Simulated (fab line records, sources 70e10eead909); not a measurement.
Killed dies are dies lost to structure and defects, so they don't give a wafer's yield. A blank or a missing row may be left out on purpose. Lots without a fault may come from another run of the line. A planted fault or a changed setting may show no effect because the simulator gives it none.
Chamber matching | flow nand_harc | NHARC_P_M1_ETCH_35 on rie_diel-03: 4 sister chambers
The step etches the open film in N2/H2, target depth 40 nm, overetch 12 nm, time 43.94 s. 4 wafers are shown with their chamber, then 7 later ones without.

WAFERS WITH THEIR CHAMBER
wafer  | chamber | showerhead_plenum_p_Torr (Torr)
L085.4 | 1       | 1.96
L087.4 | 2       | 2.13
L089.3 | 3       | 2.00
L089.5 | 0       | 2.17

WAFERS WITHOUT THEIR CHAMBER
wafer  | showerhead_plenum_p_Torr (Torr)
L089.6 | 1.96
L092.1 | 1.95
L092.2 | 2.13
L092.5 | 1.95
L097.1 | 1.95
L097.2 | 2.17
L097.5 | 1.95

WHICH CHAMBER EACH WENT THROUGH
wafer  | from the rows above | in truth
L089.6 | 1                   | 1
L092.1 | 1                   | 1
L092.2 | 2                   | 2
L092.5 | 1                   | 1
L097.1 | 1                   | 1
L097.2 | 0                   | 0
L097.5 | 1                   | 1
Placed correctly: 7 of 7. Can't be placed from these rows: 0. Placed wrongly: 0.
How it was worked out, from the rows above alone: a wafer's distance from a chamber is the root of the sum, over the readings, of the square of ((its reading less the chamber's mean) divided by the reading's scatter). The wafer belongs to the nearest chamber; if the next one is less than 2 further off, it can't be placed. A chamber's mean is the mean of its shown wafers. The scatter: with one shown wafer a chamber, the root of the mean of the squares of how far each hidden wafer lies from its nearest shown one.
